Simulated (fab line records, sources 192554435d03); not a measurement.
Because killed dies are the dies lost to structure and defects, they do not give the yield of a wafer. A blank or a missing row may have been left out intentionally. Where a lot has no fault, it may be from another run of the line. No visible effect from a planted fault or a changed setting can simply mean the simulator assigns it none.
fab line records	flow n5-finfet
[record] lots = 7	wafers = 39
route steps=1938 shown FIN_SAQP@96 MOL_CONTACT_COAG@608 BEOL_M4@1021 BEOL_M5@1191
start-h: hours from the record's opening day to when the first of the lot's shown wafers began	wait-h: how many hours have passed since the lot's step before this one	" same as the row above	L1.1+2: one row covering several wafers at once	- no value, or no start was given	* or withheld: withheld	< > ~ a bound
route shown NAME@n: a module of which the file shows steps, and the number in the route of the first	usual: mean/standard deviation of fault-free wafers	same: alike in all rows	chamber/n: place in a boat	sites: readings site by site	_std_site: the standard deviation of these	_edge_site: mean of outer sites minus mean of inner sites	radius-mm: for every site, how far away it sits from the centre of the wafer	mask NAME#n: copy n	behind: the last tool/chamber to shape the wafer	hold: cause of the lot's hold/its duration in hours/its outcome	device: the n, p or np transistor that did not switch	end of line: the same wafers' tests at the end of the route	step lacking rows: just its recipe	killed: at the first sort, the dies lost to defects and structure; wafer yield is something else	map: the dies of a wafer, with x for killed, . for not killed, _ for no die there
set.NAME: the setting the step ran with; set.NAME@STEP: the setting that earlier step ran with	model.NAME: the simulator's own value behind a step, which no gauge read
lots run with intentionally changed settings; tables by step, rows by wafer
[[steps]]
[step N5_FIN_SAQP_HM_DEP_03]
[recipe] material = SiNx	target-thk-a = 380	temp-c = 400	precursor = SiH4/NH3/N2	pressure-torr = 1.5	rf-w = 300	time-s = 33.6
lot.wafer	tool	chamber	start-h	wait-h	set.time-s	model.SiNx_of_FIN_SAQP_HM_DEP_03.thk-nm
L075.1	pecvd-01	0	28.27	0.2	33.6	37.8
L075.2	"	1	"	"	33.6	38.28
L075.3	"	2	"	"	33.6	38.1
L075.4	"	2	"	"	33.6	38.63
L075.5	"	1	"	"	33.6	38.67
L075.6	"	0	"	"	33.6	38.35
L076.2	pecvd-02	1	34.18	0.2	33.6	38.16
L076.4	"	0	"	"	33.6	38.49
L076.6	"	2	"	"	33.6	38.29
L083.1	pecvd-01	2	74.52	0.2	33.6	37.43
L083.2	"	0	"	"	33.6	37.72
L083.3	"	0	"	"	33.6	38.12
L083.4	"	2	"	"	33.6	37.94
L083.5	"	2	"	"	33.6	38.25
L083.6	"	0	"	"	33.6	38.3
L086.1	pecvd-03	2	92.75	0.2	33.6	37.07
L086.2	"	0	"	"	19.04	21.14
L086.3	"	1	"	"	33.6	37.44
L086.4	"	1	"	"	19.04	21.18
L086.5	"	2	"	"	19.04	20.98
L086.6	"	0	"	"	33.6	37.37
L087.1	pecvd-03	0	100.58	0.2	33.6	37.14
L087.2	"	2	"	"	24.59	27.17
L087.3	"	1	"	"	24.59	26.93
L087.4	"	1	"	"	33.6	37.86
L087.5	"	0	"	"	24.59	27.38
L087.6	"	2	"	"	33.6	37.75
L088.1	pecvd-02	2	105.63	0.2	21.62	24.72
L088.2	"	0	"	"	21.62	24.57
L088.3	"	1	"	"	21.62	24.55
L088.4	"	2	"	"	33.6	37.95
L088.5	"	0	"	"	33.6	38.55
L088.6	"	1	"	"	33.6	38.54
L097.1	pecvd-01	2	158.94	0.2	33.6	37.54
L097.2	"	1	"	"	33.6	37.52
L097.3	"	0	"	"	33.6	37.58
L097.4	"	0	"	"	21.64	24.75
L097.5	"	2	"	"	21.64	25.54
L097.6	"	1	"	"	21.64	25.16
[step N5_FIN_SAQP_THK_MEAS_05]
[usual] thk-nm = 37.9/0.48
lot.wafer	tool	chamber	start-h	wait-h	set.time-s@FIN_SAQP_HM_DEP_03	thk-nm
L075.1	film-metro-01	-	28.36	0.1	33.6	37.8
L075.2	"	-	"	"	33.6	38.3
L075.3	"	-	"	"	33.6	38.1
L075.4	"	-	"	"	33.6	38.6
L075.5	"	-	"	"	33.6	38.6
L075.6	"	-	"	"	33.6	38.4
L076.2	film-metro-02	-	34.26	0.1	33.6	38.1
L076.4	"	-	"	"	33.6	38.5
L076.6	"	-	"	"	33.6	38.3
L083.1	film-metro-01	-	74.64	0.1	33.6	37.4
L083.2	"	-	"	"	33.6	37.7
L083.3	"	-	"	"	33.6	38.1
L083.4	"	-	"	"	33.6	38.0
L083.5	"	-	"	"	33.6	38.3
L083.6	"	-	"	"	33.6	38.3
L086.1	film-metro-02	-	92.84	0.1	33.6	37.2
L086.2	"	-	"	"	19.04	21.1
L086.3	"	-	"	"	33.6	37.5
L086.4	"	-	"	"	19.04	21.1
L086.5	"	-	"	"	19.04	21.0
L086.6	"	-	"	"	33.6	37.4
L087.1	film-metro-02	-	100.67	0.1	33.6	37.2
L087.2	"	-	"	"	24.59	27.1
L087.3	"	-	"	"	24.59	26.9
L087.4	"	-	"	"	33.6	37.9
L087.5	"	-	"	"	24.59	27.4
L087.6	"	-	"	"	33.6	37.8
L088.1	film-metro-01	-	105.72	0.1	21.62	24.7
L088.2	"	-	"	"	21.62	24.5
L088.3	"	-	"	"	21.62	24.6
L088.4	"	-	"	"	33.6	37.9
L088.5	"	-	"	"	33.6	38.5
L088.6	"	-	"	"	33.6	38.6
L097.1	film-metro-01	-	159.03	0.1	33.6	37.5
L097.2	"	-	"	"	33.6	37.5
L097.3	"	-	"	"	33.6	37.6
L097.4	"	-	"	"	21.64	24.8
L097.5	"	-	"	"	21.64	25.5
L097.6	"	-	"	"	21.64	25.2
[step N5_FIN_SAQP_PECVD_47]
[recipe] material = a-Si	target-thk-a = 450	temp-c = 400	precursor = SiH4/He	pressure-torr = 3	rf-w = 100	time-s = 36.3
[step N5_FIN_SAQP_PECVD_48]
[recipe] material = SiNx	target-thk-a = 250	temp-c = 400	precursor = SiH4/NH3/N2	pressure-torr = 1.5	rf-w = 300	time-s = 22.1
[step N5_FIN_SAQP_MANDREL2_REMOVE_60]
[recipe] chemistry = HBr/Cl2/O2	bt-time-s = 10	target = a-Si	stop-on = SiNx	endpoint = OES-SiCl	over-etch-frac = 1	icp-w = 600	bias-w = 22	HBr_flow_sccm = 150	Cl2_flow_sccm = 80	O2_flow_sccm = 5	pressure-mtorr = 10
[step N5_FIN_SAQP_HM_OPEN_33]
[recipe] chemistry = CH3F/O2	target = SiNx	mask-material = SiO2	target-depth-a = 494	time-s = 70.6	pressure-mtorr = 30	source-w = 395	bias-w = 73	Ar_flow_sccm = 150	CH3F_flow_sccm = 30	O2_flow_sccm = 20	ion-energy-ev = 120	ends = cleared
[usual] etch-rf-on-time-s = 69.3/1.4
lot.wafer	tool	chamber	start-h	wait-h	set.time-s@FIN_SAQP_HM_DEP_03	etch-rf-on-time-s	model.etch.depth-nm
L075.1	rie-diel-01	2	32.84	0.0	33.6	68.8	37.17
L075.2	"	1	"	"	33.6	70.6	37.63
L075.3	"	0	"	"	33.6	70.0	37.31
L075.4	"	3	"	"	33.6	73.0	38
L075.5	"	0	"	"	33.6	71.9	38.05
L075.6	"	3	"	"	33.6	72.6	37.71
L076.2	rie-diel-01	3	39.07	0.0	33.6	71.7	37.51
L076.4	"	1	"	"	33.6	70.0	37.87
L076.6	"	0	"	"	33.6	70.2	37.66
L083.1	rie-diel-02	3	79.13	0.1	33.6	67.1	36.8
L083.2	"	1	"	"	33.6	67.9	36.93
L083.3	"	2	"	"	33.6	70.0	37.49
L083.4	"	0	"	"	33.6	68.2	37.3
L083.5	"	0	"	"	33.6	68.2	37.62
L083.6	"	1	"	"	33.6	69.2	37.67
L086.1	rie-diel-06	3	98.45	0.0	33.6	66.5	36.43
L086.2	"	1	"	"	19.04	38.4	20.51
L086.3	"	2	"	"	33.6	67.1	36.64
L086.4	"	0	"	"	19.04	37.8	20.55
L086.5	"	0	"	"	19.04	37.2	20.19
L086.6	"	1	"	"	33.6	68.5	36.74
L087.1	rie-diel-02	3	105.18	0.0	33.6	67.7	36.51
L087.2	"	0	"	"	24.59	48.5	26.54
L087.3	"	1	"	"	24.59	48.3	26.3
L087.4	"	0	"	"	33.6	68.8	37.24
L087.5	"	3	"	"	24.59	49.3	26.76
L087.6	"	1	"	"	33.6	69.0	37.12
L088.1	rie-diel-06	2	110.37	0.0	21.62	44.9	24.09
L088.2	"	0	"	"	21.62	44.6	23.94
L088.3	"	3	"	"	21.62	43.5	23.76
L088.4	"	1	"	"	33.6	71.1	37.31
L088.5	"	3	"	"	33.6	70.0	37.92
L088.6	"	2	"	"	33.6	70.0	37.75
L097.1	rie-diel-02	3	163.67	0.1	33.6	67.2	36.75
L097.2	"	1	"	"	33.6	67.9	36.87
L097.3	"	0	"	"	33.6	67.4	36.95
L097.4	"	2	"	"	21.64	45.2	24.13
L097.5	"	0	"	"	21.64	45.5	24.89
L097.6	"	1	"	"	21.64	45.0	24.53
[step N5_MOL_CONTACT_COAG_ALD_133]
[recipe] material = SiO2	target-thk-a = 50	temp-c = 100	ald-precursor-family = BDEAS	ald-co-reactant = O2-plasma	pulse-time-s = 1	co-reactant-pulse-time-s = 1	purge-time-s = 2	co-reactant-purge-time-s = 2	ald-cycles = 35	pressure-torr = 2
lot.wafer	tool	chamber	start-h	wait-h	set.ald-cycles	model.SiO2_of_MOL_CONTACT_COAG_ALD_133.thk-nm
L075.1+2+3	ald-sin-04	3,0,2	106.51	0.1	35	5
L075.4+5+6	"	1,0,1	"	"	52	7.4
L076.2+4+6	ald-sin-04	1,2,3	114.75	0.1	35	5
L083.1+3+6	ald-sin-04	2,3,2	153.79	0.1	35	5
L083.2	"	0	"	"	19	2.6
L083.4+5	"	1	"	"	19	2.8
L086.1+2+4	ald-sin-02	0,3,2	171.95	0.1	26	3.8
L086.3+5+6	"	1,2,1	"	"	35	5
L087.1+4+5	ald-sin-04	1,0,1	178.34	0.1	35	5
L087.2+3+6	"	2,3,0	"	"	55	7.8
L088.1+2+4	ald-sin-02	1,0,2	182.74	0.5	54	7.8
L088.3+5+6	"	3,2,1	"	"	35	5
L097.1+3+6	ald-sin-03	1,0,1	238.59	0.1	43	6.2
L097.2+4+5	"	2,2,0	"	"	35	5
[step N5_BEOL_M4_ILD_DEP_00]
[recipe] material = SiOC	target-thk-a = 790	temp-c = 350	precursor = DEMS/O2	pressure-torr = 5	rf-w = 500	time-s = 15.3
lot.wafer	tool	chamber	start-h	wait-h	set.target-thk-a	model.SiOC_of_BEOL_M4_ILD_DEP_00.thk-nm
L075.1	pecvd-01	0	164.03	0.0	656.8	64.2
L075.2+3	"	1,2	"	"	790	78.4
L075.4	"	2	"	"	790	79.8
L075.5+6	"	0,1	"	"	656.8	65.4
L076.2	pecvd-04	0	167.42	0.0	790	78.2
L076.4+6	"	0,2	"	"	790	79.6
L083.1	pecvd-01	2	233.04	0.0	790	78.6
L083.2	"	1	"	"	790	78.8
L083.3	"	0	"	"	790	77.8
L083.4+5	"	2,1	"	"	631	63.4
L083.6	"	0	"	"	631	64.4
L087.1	pecvd-01	1	236.29	0.0	790	78.6
L087.2+5	"	0	"	"	357.1	36.4
L087.3	"	2	"	"	790	79.2
L087.4	"	1	"	"	357.1	35.2
L087.6	"	2	"	"	790	79.8
L086.1	pecvd-02	0	241.24	0.0	480.5	46.8
L086.2	"	2	"	"	790	79.2
L086.3	"	1	"	"	790	78.8
L086.4+6	"	0,1	"	"	480.5	48
L086.5	"	2	"	"	790	79.6
L088.1	pecvd-01	0	253.53	0.0	790	78.4
L088.2	"	1	"	"	1051	103.6
L088.3	"	1	"	"	790	79.2
L088.4	"	0	"	"	1051	105.6
L088.5	"	0	"	"	1051	105.2
L088.6	"	1	"	"	790	78.6
L097.1+2	pecvd-02	2,0	307.58	0.0	790	78.4
L097.3	"	1	"	"	1239	122.6
L097.4	"	0	"	"	1239	125.2
L097.5	"	1	"	"	1239	123.8
L097.6	"	2	"	"	790	80
[step N5_BEOL_M4_THK_MEAS_01]
[recipe] reads = SiOC_of_BEOL_M4_ILD_DEP_00
[usual] M4_ILD_THK = 78.8/0.99
lot.wafer	tool	chamber	start-h	wait-h	set.target-thk-a@BEOL_M4_ILD_DEP_00	M4_ILD_THK[nm]
L075.1	film-metro-02	-	164.10	0.0	656.8	64.2
L075.2	"	-	"	"	790	78.4
L075.3	"	-	"	"	790	78.3
L075.4	"	-	"	"	790	79.9
L075.5	"	-	"	"	656.8	65.4
L075.6	"	-	"	"	656.8	65.4
L076.2	film-metro-01	-	167.49	0.1	790	78.1
L076.4	"	-	"	"	790	79.6
L076.6	"	-	"	"	790	79.5
L083.1	film-metro-01	-	233.11	0.0	790	78.6
L083.2	"	-	"	"	790	78.6
L083.3	"	-	"	"	790	77.8
L083.4	"	-	"	"	631	63.4
L083.5	"	-	"	"	631	63.4
L083.6	"	-	"	"	631	64.3
L087.1	film-metro-02	-	236.36	0.0	790	78.5
L087.2	"	-	"	"	357.1	36.5
L087.3	"	-	"	"	790	79.3
L087.4	"	-	"	"	357.1	35.2
L087.5	"	-	"	"	357.1	36.3
L087.6	"	-	"	"	790	79.9
L086.1	film-metro-02	-	241.31	0.0	480.5	46.7
L086.2	"	-	"	"	790	79.3
L086.3	"	-	"	"	790	78.9
L086.4	"	-	"	"	480.5	48.0
L086.5	"	-	"	"	790	79.6
L086.6	"	-	"	"	480.5	48.1
L088.1	film-metro-01	-	253.62	0.1	790	78.4
L088.2	"	-	"	"	1051	103.5
L088.3	"	-	"	"	790	79.3
L088.4	"	-	"	"	1051	105.4
L088.5	"	-	"	"	1051	105.2
L088.6	"	-	"	"	790	78.6
L097.1	film-metro-02	-	307.65	0.0	790	78.3
L097.2	"	-	"	"	790	78.3
L097.3	"	-	"	"	1239	122.4
L097.4	"	-	"	"	1239	125.3
L097.5	"	-	"	"	1239	123.8
L097.6	"	-	"	"	790	80.1
[step N5_BEOL_M4_ETCH_70]
[recipe] chemistry = N2/H2	target = SOC	target-depth-a = 800	overetch-a = 240	mask-material = SiARC	temp-c = 40	time-s = 130	ion-energy-ev = 200	pressure-mtorr = 30	source-w = 840	bias-w = 150	n2-flow-sccm = 200	h2-flow-sccm = 200
lot.wafer	tool	chamber	start-h	wait-h	set.time-s	model.SiARC_of_BEOL_M4_COAT_68.thk-nm
L075.1	rie-diel-06	0	166.49	0.0	175.1	3.8
L075.2+5	"	3,2	"	"	175.1	3.6
L075.3+6	"	2,3	"	"	130	5.8
L075.4	"	0	"	"	130	6
L076.2+4	rie-diel-01	2,0	171.96	0.0	130	5.8
L076.6	"	3	"	"	130	6
L083.1	rie-diel-01	1	241.89	0.0	63	9.2
L083.2	"	2	"	"	130	5.8
L083.3	"	3	"	"	130	6
L083.4	"	1	"	"	130	6.2
L083.5+6	"	2,3	"	"	63	9
L087.1+3+5	rie-diel-06	2,3,0	241.93	0.0	130	6
L087.2+6	"	1,3	"	"	89.09	7.8
L087.4	"	0	"	"	89.09	8
L086.1	rie-diel-06	2	246.80	0.0	165.5	4.2
L086.2	"	0	"	"	165.5	4.4
L086.3	"	3	"	"	130	5.8
L086.4+5	"	1,0	"	"	130	6
L086.6	"	3	"	"	165.5	4
L088.1+3	rie-diel-02	0,2	261.22	0.0	207.5	2
L088.2	"	1	"	"	130	6
L088.4+6	"	3,2	"	"	130	5.8
L088.5	"	3	"	"	207.5	2.2
L097.1+3+6	rie-diel-01	3,2,2	318.22	0.0	130	6
L097.2	"	0	"	"	130	5.8
L097.4+5	"	1	"	"	130	6.2
[step N5_BEOL_M5_DEP_56]
[recipe] material = SiCN	target-thk-a = 80	temp-c = withheld	precursor = 3MS/NH3	pressure-torr = 3	rf-w = 202	time-s = 14
lot.wafer	tool	chamber	start-h	wait-h	set.target-thk-a	model.SiCN_of_BEOL_M5_DEP_56.thk-nm
L075.1+6	pecvd-03	0	183.90	0.0	54.28	5.2
L075.2	"	2	"	"	54.28	5.4
L075.3	"	1	"	"	80	7.8
L075.4	"	2	"	"	80	8.2
L075.5	"	1	"	"	80	8
L076.2	pecvd-02	2	192.13	0.0	80	7.8
L076.4+6	"	1,2	"	"	80	8
L087.1+3	pecvd-02	1,2	258.17	0.0	80	8
L087.2	"	0	"	"	53.88	5.2
L087.4	"	1	"	"	80	8.2
L087.5+6	"	0,2	"	"	53.88	5.4
L083.1+5	pecvd-03	0,1	258.32	0.0	39.17	4
L083.2+3	"	1,2	"	"	80	7.8
L083.4	"	2	"	"	39.17	3.8
L083.6	"	0	"	"	80	8.2
L086.1+3	pecvd-02	1,2	265.61	0.0	80	8
L086.2+5	"	0	"	"	48.44	4.8
L086.4	"	1	"	"	80	8.2
L086.6	"	2	"	"	48.44	5
L088.1	pecvd-02	2	280.91	0.0	80	8
L088.2+4	"	1	"	"	96.29	9.8
L088.3	"	0	"	"	96.29	9.6
L088.5+6	"	2,0	"	"	80	8.2
L097.1+2	pecvd-04	2,0	335.62	0.0	50.53	5
L097.3	"	0	"	"	50.53	5.2
L097.4+6	"	2	"	"	80	8
L097.5	"	0	"	"	80	8.2
[[key]]
[split] step = N5_FIN_SAQP_HM_DEP_03	setting = time-s	stated = 33.6	by = wafer
[response] step = N5_FIN_SAQP_HM_DEP_03	reading = model.SiNx_of_FIN_SAQP_HM_DEP_03.thk-nm	change = +0.372	per = 1%	r = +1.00
[response] step = N5_FIN_SAQP_THK_MEAS_05	reading = thk-nm	change = *	per = 1%	r = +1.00
[response] step = N5_FIN_SAQP_HM_OPEN_33	reading = etch-rf-on-time-s	change = *	per = 1%	r = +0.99
[response] step = N5_FIN_SAQP_HM_OPEN_33	reading = model.etch.depth-nm	change = +0.372	per = 1%	r = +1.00
[split] step = N5_MOL_CONTACT_COAG_ALD_133	setting = ald-cycles	stated = 35	by = wafer
[response] step = N5_MOL_CONTACT_COAG_ALD_133	reading = model.SiO2_of_MOL_CONTACT_COAG_ALD_133.thk-nm	change = +0.0499	per = 1%	r = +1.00
[split] step = N5_BEOL_M4_ILD_DEP_00	setting = target-thk-a	stated = 790	by = wafer
[response] step = N5_BEOL_M4_ILD_DEP_00	reading = model.SiOC_of_BEOL_M4_ILD_DEP_00.thk-nm	change = +0.791	per = 1%	r = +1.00
[response] step = N5_BEOL_M4_THK_MEAS_01	reading = M4_ILD_THK	change = +0.791	per = 1%	r = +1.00
[split] step = N5_BEOL_M4_ETCH_70	setting = time-s	stated = 130	by = wafer
[response] step = N5_BEOL_M4_ETCH_70	reading = model.SiARC_of_BEOL_M4_COAT_68.thk-nm	change = -0.062	per = 1%	r = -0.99
[split] step = N5_BEOL_M5_DEP_56	setting = target-thk-a	stated = 80	by = wafer
[response] step = N5_BEOL_M5_DEP_56	reading = model.SiCN_of_BEOL_M5_DEP_56.thk-nm	change = +0.081	per = 1%	r = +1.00
